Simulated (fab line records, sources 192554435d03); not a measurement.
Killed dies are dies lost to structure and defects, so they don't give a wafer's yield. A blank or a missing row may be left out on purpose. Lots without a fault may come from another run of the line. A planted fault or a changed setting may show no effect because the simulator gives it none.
fab line records | flow n5_finfet | part 2 of 2: steps 5 to 6 of 6
record lots=17 wafers=51 last_day=18
route steps=1938 shown BEOL_M0_SAQP@665 BEOL_M0_CUTY@713 BEOL_M0@715
lots that met no fault: from a run of the same line without faults
start_h: hours from the record's first day to the start of the lot's first wafer shown | wait_h: hours since the lot's step before | " the same as in the row above | L1.1+2: a row that stands for several wafers | - no value, or no start given | * or withheld: withheld | < > ~ a bound
route shown NAME@n: a module of which the file shows steps, and the number in the route of the first | usual: mean/standard deviation of fault-free wafers | same: alike in all rows | chamber/n: place in a boat | sites: the reading at each site | _std_site: their standard deviation | _edge_site: outer sites' mean less inner sites' | radius_mm: how far each site lies from the wafer's centre | mask NAME#n: copy n | behind: the tool/chamber that last shaped the wafer | hold: why the lot was held/for how many hours/how that ended | device: the transistor (n, p or np) that didn't switch | end of line: the same wafers' tests at the end of the route | a step without rows: its recipe alone | killed: dies lost to structure and defects at the first sort, not the wafer's yield | map: a wafer's dies, x killed, . not, _ none there
set.NAME: the setting as run; set.NAME@STEP: as run at that earlier step | model.NAME: the simulator's own value behind a step, which no gauge read
steps of the route over a sample of lots; a table a step, a row a wafer
services: from which hour (start_h, from the record's first day; less than 0 if before it) a tool's chamber was out of use, for how many hours, and why
## steps
# step N5_BEOL_M0_ETCH_138
# recipe chemistry=CH3F/O2 target_depth_a=120 target=SiCN time_s=31.6 ion_energy_ev=120 pressure_mtorr=30 source_w=395 bias_w=75 Ar_flow_sccm=150 CH3F_flow_sccm=30 O2_flow_sccm=20 ends=cleared
# usual drypump_motor_current_A=5.6/0.41 etch_rf_on_time_s=28.7/0.75 oes_product_au=0.70/0.078 rf_fwd_power_W=385.9/1.4 rf_vpp_V=297.6/1.5 showerhead_plenum_p_Torr=2.01/0.061 throttle_valve_pct=16.26/0.19
# columns lot.wafer tool chamber start_h wait_h drypump_motor_current_A etch_rf_on_time_s oes_product_au rf_fwd_power_W rf_hours_counter_h rf_vpp_V showerhead_plenum_p_Torr throttle_valve_pct
L074.3 rie_diel-01 0 139.15 0.0 5.4 28.5 0.76 384.3 48 297.3 2.02 16.04
L074.4 " 1 " " 6.1 29.4 0.73 384.9 64 297.2 2.03 16.29
L074.5 " 3 " " 5.6 28.9 0.60 384.8 - 296.7 2.07 16.55
L075.2 rie_diel-05 2 139.26 0.0 5.8 28.7 0.77 386.0 32 296.3 1.94 16.28
L075.3 " 1 " " 5.9 28.6 0.80 384.0 20 296.7 1.94 16.19
L075.5 " 0 " " 5.7 29.8 0.70 386.6 - 296.9 2.03 15.98
L077.4 rie_diel-01 0 141.72 0.0 5.4 29.1 0.75 385.5 49 297.4 2.02 16.05
L077.5 " 1 " " 6.1 28.2 0.73 387.1 - 298.3 2.03 16.29
L077.6 " 2 " " 4.9 27.8 0.84 385.3 - 297.3 2.05 16.02
L079.2 rie_diel-01 0 145.59 0.0 5.4 28.2 0.75 384.9 52 298.1 2.02 16.05
L079.3 " 1 " " 6.1 28.4 0.72 386.7 68 298.0 2.03 16.28
L079.4 " 3 " " 5.6 29.5 0.60 386.3 210 299.4 2.07 16.57
L080.2 rie_diel-05 2 151.19 0.0 5.8 27.2 0.77 384.9 39 296.8 1.94 16.30
L080.4 " 0 " " 5.8 28.5 0.69 383.4 87 297.5 2.03 16.00
L080.5 " 3 " " 6.3 28.6 0.58 387.9 - 299.8 2.05 16.52
L081.2 rie_diel-05 0 159.91 0.0 5.7 27.6 0.69 386.9 91 297.8 2.03 16.00
L081.5 " 2 " " 5.8 28.3 0.76 385.4 - 297.1 1.94 16.29
L081.6 " 3 " " 6.2 29.5 0.58 388.4 - 297.1 2.05 16.53
L083.4 rie_diel-05 0 170.13 0.0 5.8 28.9 0.68 385.0 94 297.5 2.03 16.00
L083.5 " 1 " " 5.9 28.0 0.78 386.5 - 295.6 1.93 16.21
L083.6 " 0 " " 5.7 29.2 0.69 385.4 - 296.9 2.03 16.00
L084.2 rie_diel-01 3 183.93 0.0 5.6 29.6 0.58 387.3 225 298.6 2.06 16.59
L084.4 " 1 " " 6.1 29.5 0.71 388.2 84 297.5 2.03 16.33
L084.6 " 3 " " 5.6 29.2 0.59 387.8 - 298.1 2.06 16.60
L085.1 rie_diel-06 2 187.00 0.0 5.2 28.2 0.73 386.1 55 299.7 2.10 16.03
L085.4 " 1 " " 6.1 29.8 0.60 384.1 - 294.8 1.90 16.42
L085.5 " 2 " " 5.2 29.1 0.74 385.2 - 299.5 2.10 16.05
L087.1 rie_diel-01 3 197.38 0.0 5.6 28.5 0.58 386.1 230 298.3 2.06 16.60
L087.2 " 1 " " 6.1 27.9 0.72 385.3 88 298.0 2.02 16.32
L087.3 " 2 " " 4.9 28.0 0.79 383.7 34 297.5 2.04 16.06
L088.1 rie_diel-06 1 197.85 0.0 6.2 30.8 0.59 389.5 218 295.4 1.90 16.43
L088.3 " 3 " " 5.1 29.0 0.83 386.3 3 298.2 2.06 16.19
L088.4 " 0 " " 5.3 29.2 0.63 384.8 166 296.5 1.99 16.47
L089.4 rie_diel-05 1 202.68 0.0 5.8 28.0 0.77 386.3 - 296.6 1.93 16.23
L089.5 " 2 " " 5.8 28.8 0.74 383.4 - 296.6 1.94 16.35
L089.6 " 0 " " 5.7 29.0 0.68 385.3 - 298.3 2.03 16.02
L090.1 rie_diel-06 0 209.38 0.0 5.3 28.9 0.64 386.7 170 296.8 1.99 16.46
L090.2 " 1 " " 6.2 28.9 0.59 386.1 222 294.7 1.90 16.44
L090.3 " 3 " " 5.1 28.6 0.81 386.8 7 298.6 2.06 16.19
L092.1 rie_diel-06 3 225.72 0.0 5.1 28.5 0.80 387.0 11 298.7 2.06 16.20
L092.4 " 1 " " 6.2 30.3 0.59 387.4 227 295.1 1.90 16.44
L092.5 " 0 " " 5.3 29.7 0.63 381.4 - 300.5 1.99 16.50
L093.1 rie_diel-05 1 229.44 0.0 5.9 28.2 0.74 386.1 55 295.7 1.93 16.27
L093.4 " 2 " " 5.8 28.8 0.73 383.7 66 296.7 1.93 16.36
L093.6 " 1 " " 5.9 29.6 0.74 386.6 - 296.5 1.93 16.24
L097.2 rie_diel-06 2 257.17 0.0 5.3 28.4 0.70 385.3 81 299.3 2.09 16.09
L097.3 " 0 " " 5.4 28.3 0.63 385.5 188 297.6 1.98 16.50
L097.5 " 2 " " 5.2 28.8 0.70 385.2 - 299.4 2.09 16.10
L096.3 rie_diel-05 0 262.27 0.0 5.7 28.7 0.66 385.8 125 296.0 2.02 16.07
L096.4 " 3 " " 6.3 28.3 0.77 386.2 16 298.1 2.04 16.16
L096.6 " 2 " " 5.8 28.5 0.72 385.7 - 295.9 1.93 16.37
# step N5_BEOL_M0_STRIP_140
# recipe chemistry=CF4 resist=SiARC power_w=300 bias_power_w=75 pressure_mtorr=50 cf4_flow_sccm=150 rf_frequency_hz=6e+07
# usual drypump_motor_current_A=5.7/0.41 oes_product_au=0.80/0.083 rf_fwd_power_W=292.7/0.95 rf_vpp_V=271.4/1.4 showerhead_plenum_p_Torr=1.80/0.045 throttle_valve_pct=13.52/0.23
# columns lot.wafer tool chamber start_h wait_h drypump_motor_current_A oes_product_au rf_fwd_power_W rf_hours_counter_h rf_vpp_V showerhead_plenum_p_Torr throttle_valve_pct
L074.3 rie_diel-01 3 140.61 0.1 5.6 0.69 292.6 208 272.8 1.85 13.85
L074.4 " 1 " " 6.1 0.83 294.1 65 272.0 1.82 13.53
L074.5 " 0 " " 5.4 0.87 291.2 - 271.8 1.83 13.40
L075.2 rie_diel-05 2 140.63 0.1 5.8 0.89 292.9 33 271.9 1.76 13.57
L075.3 " 0 " " 5.7 0.79 291.0 82 271.5 1.81 13.15
L075.5 " 3 " " 6.3 0.68 292.1 - 274.4 1.83 13.82
L077.4 rie_diel-01 2 142.26 0.2 4.9 0.93 291.3 12 273.7 1.81 13.11
L077.5 " 2 " " 4.9 0.94 292.2 - 270.9 1.81 13.11
L077.6 " 1 " " 6.1 0.83 293.3 - 271.4 1.82 13.52
L079.2 rie_diel-01 3 149.38 0.1 5.6 0.68 292.3 212 271.9 1.85 13.87
L079.3 " 2 " " 4.9 0.94 293.3 16 271.4 1.81 13.13
L079.4 " 1 " " 6.1 0.84 291.3 70 270.7 1.82 13.56
L080.2 rie_diel-01 0 152.25 0.2 5.4 0.86 291.8 55 271.4 1.83 13.40
L080.4 " 2 " " 4.9 0.93 291.8 17 271.4 1.81 13.13
L080.5 " 3 " " 5.6 0.69 293.4 - 270.6 1.85 13.85
L081.2 rie_diel-05 1 163.29 0.2 5.8 0.89 292.4 31 269.6 1.75 13.46
L081.5 " 0 " " 5.8 0.79 292.1 - 272.3 1.80 13.17
L081.6 " 1 " " 5.9 0.90 292.0 - 270.3 1.75 13.44
L083.4 rie_diel-06 1 170.95 0.2 6.1 0.71 292.4 - 270.8 1.71 13.68
L083.5 " 0 " " 5.3 0.74 292.0 - 271.3 1.80 13.77
L083.6 " 2 " " 5.3 0.86 290.7 - 273.6 1.89 13.34
L084.2 rie_diel-05 0 186.20 0.1 5.7 0.78 290.0 99 271.5 1.80 13.18
L084.4 " 1 " " 5.9 0.87 292.5 39 269.7 1.75 13.50
L084.6 " 3 " " 6.3 0.67 292.5 - 271.3 1.83 13.84
L085.1 rie_diel-05 0 189.67 0.3 5.7 0.78 292.4 101 270.8 1.80 13.20
L085.4 " 1 " " 5.8 0.87 292.6 40 270.7 1.75 13.49
L085.5 " 3 " " 6.2 0.67 291.4 - 272.5 1.83 13.84
L087.1 rie_diel-06 2 198.92 0.1 5.3 0.84 293.0 60 272.1 1.89 13.36
L087.2 " 3 " " 5.1 0.95 292.4 3 273.8 1.85 13.38
L087.3 " 0 " " 5.3 0.73 293.8 166 272.9 1.80 13.82
L088.1 rie_diel-01 2 199.11 0.1 4.9 0.90 293.4 34 271.1 1.81 13.18
L088.3 " 3 " " 5.6 0.68 291.3 230 271.3 1.85 13.90
L088.4 " 1 " " 6.1 0.82 292.4 89 273.1 1.81 13.57
L089.4 rie_diel-06 1 205.65 0.2 6.2 0.70 292.1 220 270.2 1.71 13.75
L089.5 " 1 " " 6.1 0.70 292.7 - 269.1 1.71 13.74
L089.6 " 0 " " 5.3 0.73 293.2 - 271.1 1.80 13.82
L090.1 rie_diel-06 2 209.76 0.1 5.2 0.83 293.2 62 273.9 1.89 13.40
L090.2 " 3 " " 5.1 0.93 291.8 7 270.8 1.84 13.38
L090.3 " 1 " " 6.1 0.70 293.1 222 270.2 1.71 13.73
L092.1 rie_diel-01 3 229.17 0.3 5.6 0.66 293.6 241 271.9 1.84 13.90
L092.4 " 2 " " 4.9 0.87 294.9 45 271.9 1.80 13.20
L092.5 " 0 " " 5.4 0.83 293.5 - 273.4 1.82 13.42
L093.1 rie_diel-06 0 232.19 0.2 5.4 0.73 293.3 178 272.4 1.80 13.82
L093.4 " 0 " " 5.4 0.72 293.5 - 272.1 1.80 13.83
L093.6 " 1 " " 6.2 0.69 292.3 - 270.6 1.71 13.75
L097.2 rie_diel-01 0 257.44 0.1 5.4 0.82 291.3 92 269.7 1.82 13.47
L097.3 " 3 " " 5.6 0.66 293.7 251 273.6 1.84 13.93
L097.5 " 2 " " 4.9 0.87 293.6 - 272.4 1.80 13.23
L096.3 rie_diel-06 2 263.44 0.2 5.3 0.81 293.5 82 272.6 1.88 13.45
L096.4 " 0 " " 5.3 0.72 291.6 191 271.3 1.79 13.87
L096.6 " 2 " " 5.2 0.80 294.4 - 273.1 1.88 13.42
## services
# columns tool chamber start_h hours kind
rie_si-01 1 123.29 8.5 repair
rie_diel-06 - 125.58 28.1 pm
rie_diel-01 2 128.72 2.3 repair
rie_diel-04 3 136.92 - clean
rie_diel-04 3 136.92 - consumable_replace:focus_ring
rie_diel-04 3 136.92 28.0 scheduled_down
rie_diel-04 3 136.92 28.0 vent_cycle
rie_diel-03 1 144.94 3.3 repair
rie_diel-04 2 165.08 - clean
rie_diel-04 2 165.08 - consumable_replace:focus_ring
rie_diel-04 2 165.08 20.6 scheduled_down
rie_si-04 - 181.82 0.2 repair
rie_diel-05 3 194.37 - clean
rie_diel-05 3 194.37 - consumable_replace:focus_ring
rie_diel-05 3 194.37 13.7 scheduled_down
rie_diel-05 3 194.37 13.7 vent_cycle
rie_diel-02 - 197.02 0.7 repair
rie_diel-02 1 204.40 10.7 repair
rie_si-02 2 205.25 4.3 repair
rie_si-04 1 221.61 23.3 repair
rie_si-01 2 222.73 8.1 repair
rie_diel-06 3 225.92 16.6 repair
rie_diel-03 0 239.43 7.2 repair
rie_diel-02 0 259.82 6.2 repair
